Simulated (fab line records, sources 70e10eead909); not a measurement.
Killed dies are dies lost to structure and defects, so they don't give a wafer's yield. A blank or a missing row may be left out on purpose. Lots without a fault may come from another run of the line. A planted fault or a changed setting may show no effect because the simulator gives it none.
Chamber matching | flow nand_harc | NHARC_A_STAIRCASE_DEP_156 on pecvd-01: 3 sister chambers
The step deposits SiNx, target thk 50 nm. 6 wafers are shown with their chamber, then 8 later ones without.

WAFERS WITH THEIR CHAMBER
wafer  | chamber | heater_power_w (W)
L080.5 | 1       | 637
L080.6 | 0       | 666
L085.2 | 0       | 778
L085.4 | 2       | 589
L085.6 | 1       | 610
L089.4 | 2       | 630

WAFERS WITHOUT THEIR CHAMBER
wafer  | heater_power_w (W)
L089.5 | 655
L089.6 | 537
L090.1 | 740
L090.4 | 649
L090.5 | 556
L092.1 | 638
L092.2 | 700
L092.6 | 635

WHICH CHAMBER EACH WENT THROUGH
wafer  | from the rows above          | in truth
L089.5 | can't be placed: 1 or 2 or 0 | 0
L089.6 | can't be placed: 2 or 1      | 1
L090.1 | can't be placed: 0 or 1      | 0
L090.4 | can't be placed: 1 or 2 or 0 | 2
L090.5 | can't be placed: 2 or 1      | 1
L092.1 | can't be placed: 1 or 2 or 0 | 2
L092.2 | can't be placed: 0 or 1 or 2 | 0
L092.6 | can't be placed: 1 or 2 or 0 | 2
Placed correctly: 0 of 8. Can't be placed from these rows: 8 (the true chamber is among the candidates in 8). Placed wrongly: 0.
How it was worked out, from the rows above alone: a wafer's distance from a chamber is the root of the sum, over the readings, of the square of ((its reading less the chamber's mean) divided by the reading's scatter). The wafer belongs to the nearest chamber; if the next one is less than 2 further off, it can't be placed. A chamber's mean is the mean of its shown wafers. The scatter: the root of (the sum of the squares of (reading less its chamber's mean) over the shown wafers, divided by (wafers less chambers)).
